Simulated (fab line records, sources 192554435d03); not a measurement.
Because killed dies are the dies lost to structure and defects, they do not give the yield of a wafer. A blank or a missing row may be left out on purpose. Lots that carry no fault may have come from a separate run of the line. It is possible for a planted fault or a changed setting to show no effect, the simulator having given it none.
Matching of chambers + flow n5Finfet + N5_BEOL_M11_ALD_74 on aldMetal-01: 4 sister chambers
The step deposits TaN, target thk 2 nm, pulse time 2 s, purge time 3 s. 4 wafers are shown with their chamber, then 8 later ones without.

WAFERS PAIRED WITH THEIR CHAMBERS
| wafer  | chamber | heaterPowerW (W) |
|--------|---------|------------------|
| L089.5 | 0       | 478              |
| L090.3 | 2       | 428              |
| L090.6 | 1       | 336              |
| L092.1 | 3       | 424              |

WAFERS WHOSE CHAMBER IS MISSING
| wafer  | heaterPowerW (W) |
|--------|------------------|
| L092.2 | 348              |
| L092.6 | 416              |
| L094.1 | 481              |
| L094.2 | 432              |
| L094.3 | 419              |
| L097.1 | 435              |
| L097.2 | 343              |
| L097.5 | 420              |

CHAMBER TAKEN BY EACH
| wafer  | from the rows above     | in truth |
|--------|-------------------------|----------|
| L092.2 | 1                       | 1        |
| L092.6 | can't be placed: 3 or 2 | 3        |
| L094.1 | 0                       | 0        |
| L094.2 | can't be placed: 2 or 3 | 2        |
| L094.3 | can't be placed: 3 or 2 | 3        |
| L097.1 | can't be placed: 2 or 3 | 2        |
| L097.2 | 1                       | 1        |
| L097.5 | can't be placed: 3 or 2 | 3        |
3 of 8 placed correctly. Cannot be placed on the basis of these rows: 5; the candidates contain the true chamber in 5. Number placed wrongly: 0.
How it was worked out, from the rows above alone: a wafer's distance from a chamber is the root of the sum, over the readings, of the square of ((its reading less the chamber's mean) divided by the reading's scatter). The wafer belongs to the nearest chamber; if the next one is less than 2 further off, it can't be placed. For every chamber, the mean is computed from those of its wafers that are shown. The scatter (one wafer shown for each chamber): square how far every hidden wafer sits from the nearest shown wafer, average those squares and take the square root.
